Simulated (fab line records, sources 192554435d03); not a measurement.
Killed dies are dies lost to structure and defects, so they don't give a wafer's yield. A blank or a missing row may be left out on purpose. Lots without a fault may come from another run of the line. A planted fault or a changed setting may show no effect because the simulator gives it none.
fab line records | flow n5_finfet
record lots=12 wafers=36 last_day=17
route steps=1938 shown BEOL_M11@1593 BEOL_M12@1622
lots that met no fault: from a run of the same line without faults
start_h: hours from the record's first day to the start of the lot's first wafer shown | wait_h: hours since the lot's step before | " the same as in the row above | L1.1+2: a row that stands for several wafers | - no value, or no start given | * or withheld: withheld | < > ~ a bound
route shown NAME@n: a module of which the file shows steps, and the number in the route of the first | usual: mean/standard deviation of fault-free wafers | same: alike in all rows | chamber/n: place in a boat | sites: the reading at each site | _std_site: their standard deviation | _edge_site: outer sites' mean less inner sites' | radius_mm: how far each site lies from the wafer's centre | mask NAME#n: copy n | behind: the tool/chamber that last shaped the wafer | hold: why the lot was held/for how many hours/how that ended | device: the transistor (n, p or np) that didn't switch | end of line: the same wafers' tests at the end of the route | a step without rows: its recipe alone | killed: dies lost to structure and defects at the first sort, not the wafer's yield | map: a wafer's dies, x killed, . not, _ none there
set.NAME: the setting as run; set.NAME@STEP: as run at that earlier step | model.NAME: the simulator's own value behind a step, which no gauge read
steps of the route over a sample of lots; a table a step, a row a wafer
services: from which hour (start_h, from the record's first day; less than 0 if before it) a tool's chamber was out of use, for how many hours, and why
## steps
# step N5_BEOL_M11_SPUTTER_48
# recipe material=Cu target_thk_a=120 temp_c=-20 bias_v=60 power_w=26000 chamber_pressure_pa=0.13 time_s=2
# usual throttle_valve_pct=30.0/0.67
# columns lot.wafer tool chamber start_h wait_h throttle_valve_pct
L956.1 pvd_sputter-02 - 217.38 0.3 30.7
L956.4 " - " " 31.4
L956.6 " - " " 30.6
L957.1 pvd_sputter-01 - 226.08 1.6 30.8
L957.2 " - " " 30.2
L957.4 " - " " 29.4
L960.1 pvd_sputter-02 - 242.44 0.1 30.6
L960.3 " - " " 29.3
L960.5 " - " " 30.3
L958.1 pvd_sputter-02 - 245.22 1.7 30.5
L958.3 " - " " 29.4
L958.5 " - " " 29.4
L961.1 pvd_sputter-02 - 245.48 0.1 29.3
L961.2 " - " " 31.4
L961.4 " - " " 29.3
L963.1 pvd_sputter-01 - 262.40 0.3 30.3
L963.5 " - " " 29.6
L963.6 " - " " 29.9
L967.2 pvd_sputter-01 - 296.45 0.1 30.6
L967.3 " - " " 29.8
L967.6 " - " " 29.9
L972.2 pvd_sputter-03 - 330.02 0.1 31.2
L972.5 " - " " 30.9
L972.6 " - " " 30.1
L974.1 pvd_sputter-01 - 346.52 0.1 30.4
L974.2 " - " " 30.1
L974.5 " - " " 30.2
L977.1 pvd_sputter-02 - 350.90 0.1 31.2
L977.2 " - " " 29.3
L977.3 " - " " 30.3
L978.1 pvd_sputter-02 - 358.83 1.0 31.2
L978.4 " - " " 29.2
L978.5 " - " " 29.3
L979.2 pvd_sputter-02 - 366.99 0.1 29.3
L979.4 " - " " 31.4
L979.5 " - " " 31.2
# step N5_BEOL_M12_CD_MEAS_17
# recipe target_cd_nm=140 polarity=opening
# usual cd_nm=141.9/2.2
# columns lot.wafer tool chamber start_h wait_h cd_nm
L956.1 cd_sem-01 - 219.53 0.0 144.9
L956.4 " - " " 144.4
L956.6 " - " " 143.7
L957.1 cd_sem-02 - 229.82 0.0 141.0
L957.2 " - " " 138.2
L957.4 " - " " 138.1
L960.1 cd_sem-02 - 244.55 0.0 145.4
L960.3 " - " " 144.6
L960.5 " - " " 144.1
L958.1 cd_sem-02 - 247.36 0.0 145.2
L958.3 " - " " 141.7
L958.5 " - " " 140.2
L961.1 cd_sem-01 - 247.63 0.0 143.0
L961.2 " - " " 140.7
L961.4 " - " " 145.7
L963.1 cd_sem-01 - 265.61 0.0 143.0
L963.5 " - " " 141.3
L963.6 " - " " 141.9
L967.2 cd_sem-02 - 298.48 0.0 144.4
L967.3 " - " " 143.0
L967.6 " - " " 141.4
L972.2 cd_sem-03 - 332.55 0.0 141.2
L972.5 " - " " 142.7
L972.6 " - " " 141.9
L974.1 cd_sem-01 - 348.67 0.0 142.2
L974.2 " - " " 140.2
L974.5 " - " " 143.3
L977.1 cd_sem-01 - 352.92 0.0 139.2
L977.2 " - " " 141.8
L977.3 " - " " 138.9
L978.1 cd_sem-01 - 361.07 0.0 142.6
L978.4 " - " " 144.9
L978.5 " - " " 145.6
L979.2 cd_sem-02 - 369.22 0.0 141.9
L979.4 " - " " 138.0
L979.5 " - " " 139.2
# step N5_BEOL_M12_COAT_65
# recipe resist=SOC temp_c=250 time_s=60 spin_rpm=1500 resist_thk_nm=300
# usual exhaust_pa=44.9/0.85 spin_speed_rpm=1499.9/1.1
# columns lot.wafer tool chamber start_h wait_h exhaust_pa spin_speed_rpm
L956.1 litho_track-02 0 219.56 0.0 44.8 1498.8
L956.4 " 0 " " 44.3 1500.3
L956.6 " 0 " " 45.1 1498.6
L957.1 litho_track-03 0 229.85 0.0 45.6 1499.0
L957.2 " 0 " " 45.3 1499.1
L957.4 " 0 " " 44.8 1499.7
L960.1 litho_track-03 0 244.58 0.0 45.5 1498.5
L960.3 " 0 " " 44.6 1499.3
L960.5 " 0 " " 43.8 1499.1
L958.1 litho_track-03 0 247.40 0.0 43.4 1500.6
L958.3 " 0 " " 44.6 1501.4
L958.5 " 0 " " 45.8 1500.7
L961.1 litho_track-03 0 247.67 0.0 45.6 1500.0
L961.2 " 0 " " 44.1 1499.5
L961.4 " 0 " " 44.8 1500.1
L963.1 litho_track-02 0 265.65 0.0 44.3 1537.1
L963.5 " 0 " " 44.5 1536.2
L963.6 " 0 " " 45.1 1537.4
L967.2 litho_track-02 0 298.52 0.0 43.7 1536.9
L967.3 " 0 " " 43.7 1537.9
L967.6 " 0 " " 44.0 1536.4
L972.2 litho_track-04 0 332.58 0.0 45.1 1498.8
L972.5 " 0 " " 45.9 1498.7
L972.6 " 0 " " 45.7 1499.7
L974.1 litho_track-02 0 348.71 0.0 45.2 1499.0
L974.2 " 0 " " 45.2 1499.7
L974.5 " 0 " " 46.1 1498.3
L977.1 litho_track-04 0 352.96 0.0 44.5 1499.8
L977.2 " 0 " " 46.3 1500.2
L977.3 " 0 " " 45.4 1499.7
L978.1 litho_track-04 0 361.10 0.0 44.2 1499.3
L978.4 " 0 " " 44.8 1500.3
L978.5 " 0 " " 45.4 1499.2
L979.2 litho_track-02 0 369.25 0.0 44.4 1501.9
L979.4 " 0 " " 43.2 1498.8
L979.5 " 0 " " 44.8 1500.6
# step N5_BEOL_M12_CD_MEAS_28
# recipe target_cd_nm=160.2 landing_energy_ev=500 detector=se_inlens polarity=opening
# usual cd_nm=160.6/1.3
# columns lot.wafer tool chamber start_h wait_h cd_nm
L956.1 cd_sem-02 0 219.98 - 159.7
L956.4 " 0 " " 159.4
L956.6 " 0 " " 158.8
L957.1 cd_sem-02 0 230.27 - 160.9
L957.2 " 0 " " 161.4
L957.4 " 0 " " 161.2
L960.1 cd_sem-02 0 244.87 - 161.7
L960.3 " 0 " " 159.3
L960.5 " 0 " " 158.4
L958.1 cd_sem-02 0 247.69 - 161.5
L958.3 " 0 " " 162.2
L958.5 " 0 " " 161.3
L961.1 cd_sem-02 0 247.96 - 160.4
L961.2 " 0 " " 159.2
L961.4 " 0 " " 162.4
L963.1 cd_sem-01 0 265.94 - 157.3
L963.5 " 0 " " 159.9
L963.6 " 0 " " 159.4
L967.2 cd_sem-02 0 298.93 - 160.4
L967.3 " 0 " " 159.6
L967.6 " 0 " " 157.8
L972.2 cd_sem-01 0 332.88 - 159.7
L972.5 " 0 " " 160.9
L972.6 " 0 " " 161.4
L974.1 cd_sem-01 0 348.99 - 161.0
L974.2 " 0 " " 160.0
L974.5 " 0 " " 158.0
L977.1 cd_sem-03 0 353.25 - 159.9
L977.2 " 0 " " 159.3
L977.3 " 0 " " 161.8
L978.1 cd_sem-01 0 361.39 - 159.6
L978.4 " 0 " " 160.7
L978.5 " 0 " " 159.4
L979.2 cd_sem-03 0 369.54 - 160.9
L979.4 " 0 " " 161.5
L979.5 " 0 " " 160.0
## services
# columns tool chamber start_h hours kind
pvd_sputter-02 - 288.44 40.3 repair
pvd_sputter-01 - 365.77 7.8 repair
## key
first_sign step=N5_BEOL_M12_COAT_65 reading=spin_speed_rpm direction=up sigmas=32 usual=* struck=*
effect none on later readings
met_at N5_BEOL_M12_COAT_65
struck_lots L963,L967
not_acting_at N5_BEOL_M11_SPUTTER_48,N5_BEOL_M12_CD_MEAS_17,N5_BEOL_M12_CD_MEAS_28
onset_between 219.56 265.65
fault kind=process_parameter_drift tool=litho_track-02 chamber=- onset_h=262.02 steps=N5_BEOL_M12_COAT_65 channel=spin_rpm offset=* shape=step end_h=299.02 acts_in=* stated=*
